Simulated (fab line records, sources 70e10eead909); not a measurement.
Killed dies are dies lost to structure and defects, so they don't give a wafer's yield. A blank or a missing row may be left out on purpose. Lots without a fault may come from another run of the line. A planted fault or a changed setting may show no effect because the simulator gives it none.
Chamber matching | flow nand_harc | NHARC_A_CONTACT_ALD_18 on ald_metal-01: 4 sister chambers
The step deposits TiN, target thk 3 nm, pulse time 1 s, ald cycles 150. 24 wafers are shown with their chamber, then 12 later ones without.

WAFERS WITH THEIR CHAMBER
wafer  | chamber | heater_power_w (W) | precursor_pulse_height_rel
L075.2 | 1       | 1043               | 1.007
L075.3 | 3       | 1240               | 0.970
L075.6 | 2       | 1261               | 0.969
L077.1 | 2       | 1286               | 0.993
L077.2 | 0       | 1329               | 0.948
L077.5 | 2       | 1293               | 1.006
L079.1 | 2       | 1273               | 0.992
L079.3 | 0       | 1316               | 1.012
L079.4 | 1       | 1038               | 1.011
L079.2 | 3       | 1225               | 0.970
L079.5 | 3       | 1218               | 0.972
L079.6 | 2       | 1309               | 0.990
L081.1 | 0       | 1384               | 0.977
L081.2 | 3       | 1264               | 1.006
L081.4 | 1       | 999                | 0.974
L081.3 | 2       | 1288               | 1.010
L081.5 | 1       | 998                | 1.015
L081.6 | 0       | 1346               | 0.994
L087.3 | 2       | 1344               | 0.966
L087.4 | 1       | 1022               | 0.998
L087.6 | 1       | 1028               | 0.992
L089.3 | 0       | 1320               | 1.005
L089.5 | 0       | 1366               | 0.948
L089.6 | 3       | 1240               | 1.000

SIGNATURES (means of the wafers above)
reading                    | chamber 0 | chamber 1 | chamber 2 | chamber 3 | scatter within a chamber
heater_power_w             | 1343.50   | 1021.33   | 1293.43   | 1237.40   | 23.6
precursor_pulse_height_rel | 0.98067   | 0.99950   | 0.98943   | 0.98360   | 0.02
Rule: a wafer's distance from a chamber is the root of the sum, over the readings, of the square of ((its reading less the chamber's mean) divided by the reading's scatter). The wafer belongs to the nearest chamber; if the next one is less than 2 further off, it can't be placed. The scatter: the root of (the sum of the squares of (reading less its chamber's mean) over the shown wafers, divided by (wafers less chambers)).

WAFERS WITHOUT THEIR CHAMBER
wafer  | heater_power_w (W) | precursor_pulse_height_rel
L090.1 | 1241               | 0.985
L090.3 | 1373               | 1.002
L090.4 | 1279               | 0.946
L090.2 | 1019               | 0.993
L090.5 | 1023               | 0.980
L090.6 | 1345               | 0.989
L095.1 | 1190               | 0.982
L095.2 | 1339               | 0.989
L095.3 | 1270               | 1.004
L095.4 | 1095               | 1.025
L095.5 | 1261               | 1.009
L095.6 | 1233               | 0.979

WHICH CHAMBER EACH WENT THROUGH
wafer  | from the rows above          | in truth
L090.1 | 3                            | 3
L090.3 | can't be placed: 0 or 2      | 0
L090.4 | can't be placed: 2 or 3 or 0 | 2
L090.2 | 1                            | 1
L090.5 | 1                            | 1
L090.6 | can't be placed: 0 or 2      | 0
L095.1 | 3                            | 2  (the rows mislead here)
L095.2 | can't be placed: 0 or 2      | 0
L095.3 | can't be placed: 2 or 3      | 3
L095.4 | 1                            | 1
L095.5 | can't be placed: 3 or 2      | 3
L095.6 | 3                            | 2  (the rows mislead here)
Placed correctly: 4 of 12. Can't be placed from these rows: 6 (the true chamber is among the candidates in 6). Placed wrongly: 2.
